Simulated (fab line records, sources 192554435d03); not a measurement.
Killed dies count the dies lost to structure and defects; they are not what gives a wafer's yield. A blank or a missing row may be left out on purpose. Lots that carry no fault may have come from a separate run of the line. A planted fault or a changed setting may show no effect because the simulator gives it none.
Lot-split experiment    flow n5Finfet    route with 1938 steps; 7 lots, 21 wafers read

## SPLIT DETAILS
At N5_MOL_CONTACT_COAG_EXPOSE_05 (exposes mask CA, defocus 0 nm), the setting doseMj was moved away from the recipe's 38.25 on 5 of the 21 wafers read, by -5.2% to +5.8%. For the rest of the wafers, this setting stayed at what the recipe calls for.

## FROM THE SPLIT TO THE READING: what the file shows between them, 2 steps
- N5_MOL_CONTACT_COAG_PEB_06: peb time 60 s
- N5_MOL_CONTACT_COAG_DEVELOP_07: develop time 30 s

## THE READING
Shown in nm: cdNm at N5_MOL_CONTACT_COAG_CD_MEAS_08, with target cd 28 nm. A value of 27.87 nm with a standard deviation of 0.25 nm is what fault-free wafers of this fab line usually give.

wafer   tool, chamber at the split  doseMj as run  against the recipe  cdNm, nm  against lot-mates on the recipe
L075.1  euvScanner-01, 0            38.25          recipe              27.99     -
L075.3  euvScanner-01, 0            40.37          +5.5%               28.90     +1.10
L075.6  euvScanner-01, 0            38.25          recipe              27.60     -
L076.2  euvScanner-01, 0            38.25          recipe              27.90     -
L076.4  euvScanner-01, 0            38.25          recipe              28.04     -
L076.6  euvScanner-01, 0            38.25          recipe              27.82     -
L084.2  euvScanner-01, 0            38.25          recipe              27.60     -
L084.5  euvScanner-01, 0            38.25          recipe              27.75     -
L084.6  euvScanner-01, 0            38.25          recipe              28.42     -
L085.2  euvScanner-01, 0            40.45          +5.8%               28.97     +0.89
L085.4  euvScanner-01, 0            38.25          recipe              27.76     -
L085.6  euvScanner-01, 0            38.25          recipe              28.39     -
L089.3  euvScanner-01, 0            38.25          recipe              27.81     -
L089.5  euvScanner-01, 0            38.25          recipe              27.57     -
L089.6  euvScanner-01, 0            38.25          recipe              27.52     -
L091.2  euvScanner-01, 0            36.37          -4.9%               26.78     -1.02
L091.4  euvScanner-01, 0            38.25          recipe              27.60     -
L091.6  euvScanner-01, 0            38.25          recipe              28.01     -
L097.1  euvScanner-02, 0            38.25          recipe              28.07     -
L097.3  euvScanner-02, 0            36.26          -5.2%               26.45     -1.62
L097.5  euvScanner-02, 0            36.26          -5.2%               26.54     -1.53

THE FIT
A straight line over all 21 wafers: cdNm changes by +0.222 nm for each +1% of doseMj; r = +0.92; the points scatter about the line by 0.26 nm.
The same after taking each lot's own level away (the mean of its wafers on the recipe; 21 wafers): +0.228 nm for each +1%; r = +0.92; scatter 0.26 nm.
Per that fit: largest doseMj move, reading shift of 1.3 nm.
The span of the lots' own levels, 27.633 to 28.075 nm, comes to 1.8 times the standard deviation stated above.
Consequently the slope shifts little with the lot-to-lot level, the two slopes agreeing.
Check: with one of the wafers moved furthest among these (+5.8%) left out of the fit, the line predicts +1.41 nm for it against its lot-mates. Against them it came out at +0.895 nm.

## THESE WAFERS: OTHER SPLITS
These wafers also went through other splits before the reading. Each is held against what the fit with the lots' levels taken away leaves over:
other split on the same wafers        wafers away from the commonest value  r with cdNm (lot level and that fit taken away)
N5_SD_EPI_N_DESCUM_14 timeS           5                                     -0.05
N5_HKMG_FIN_ETCH_54 sourceW           5                                     +0.35
N5_HKMG_FIN_ETCH_58 biasW             9                                     +0.11
N5_HKMG_FIN_ETCH_35 biasW             6                                     +0.34
N5_MOL_CONTACT_COAG_COAT_103 spinRpm  8                                     +0.11

## THE WHOLE CHAIN: every reading that the file lists as answering this split, in the file's order
step                            what it does                                                 reading                                                                       change (the file's fit)                r (the file's)
N5_MOL_CONTACT_COAG_CD_MEAS_08  target cd 28 nm                                              cdNm                                                                          +0.213 nm for each +1% of the setting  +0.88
N5_MOL_CONTACT_COAG_ETCH_59     etches underlayer in N2/H2, target depth 13 nm, time 10.4 s  MOL_CONTACT_COAG.cdOffsetNm (the simulator's own value, which no gauge read)  +0.196 nm for each +1% of the setting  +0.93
N5_MOL_CONTACT_COAG_ETCH_105    etches SiARC in CF4, target depth 15.6 nm, time 26 s         MOL_CONTACT_COAG.cdOffsetNm (the simulator's own value, which no gauge read)  +0.186 nm for each +1% of the setting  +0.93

## THE FILE'S OWN FIT
cdNm changes by +0.213 nm for each +1% of doseMj, r = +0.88.
